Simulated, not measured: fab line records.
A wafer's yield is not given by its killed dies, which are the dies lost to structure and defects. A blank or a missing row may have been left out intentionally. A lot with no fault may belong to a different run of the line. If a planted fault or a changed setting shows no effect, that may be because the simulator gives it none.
Matching of chambers / flow n5-finfet / N5_FIN_SAQP_HM_OPEN_73 on rie-diel-06: 4 sister chambers
The step chemistry CHF3/O2, target SiO2, stops on a-Si, target depth 12 nm, time 16.8 s. 4 wafers are shown with their chamber, then 7 later ones without.

## EACH WAFER AND ITS CHAMBER
wafer=L084.1; chamber=1; showerhead-plenum-p-Torr (Torr)=2.38
wafer=L084.4; chamber=2; showerhead-plenum-p-Torr (Torr)=2.36
wafer=L094.1; chamber=3; showerhead-plenum-p-Torr (Torr)=2.51
wafer=L094.4; chamber=0; showerhead-plenum-p-Torr (Torr)=2.31

## WAFERS WHOSE CHAMBER IS MISSING
wafer=L094.5; showerhead-plenum-p-Torr (Torr)=2.35
wafer=L095.1; showerhead-plenum-p-Torr (Torr)=2.38
wafer=L095.3; showerhead-plenum-p-Torr (Torr)=2.35
wafer=L095.5; showerhead-plenum-p-Torr (Torr)=2.31
wafer=L096.1; showerhead-plenum-p-Torr (Torr)=2.38
wafer=L096.3; showerhead-plenum-p-Torr (Torr)=2.31
wafer=L096.6; showerhead-plenum-p-Torr (Torr)=2.51

## WHICH CHAMBER EACH WENT THROUGH
wafer=L094.5; from the rows above=2; in truth=2
wafer=L095.1; from the rows above=1; in truth=1
wafer=L095.3; from the rows above=2; in truth=2
wafer=L095.5; from the rows above=0; in truth=0
wafer=L096.1; from the rows above=1; in truth=1
wafer=L096.3; from the rows above=0; in truth=0
wafer=L096.6; from the rows above=3; in truth=3
Placed correctly: 7 of 7. From these rows, 0 cannot be placed. Placed wrongly: 0.
How it was worked out, from the rows above alone: a wafer's distance from a chamber is the root of the sum, over the readings, of the square of ((its reading less the chamber's mean) divided by the reading's scatter). The wafer belongs to the nearest chamber; if the next one is less than 2 further off, it can't be placed. Each chamber's mean is taken over the wafers shown for it. The scatter (one wafer shown for each chamber): square how far every hidden wafer sits from the nearest shown wafer, average those squares and take the square root.
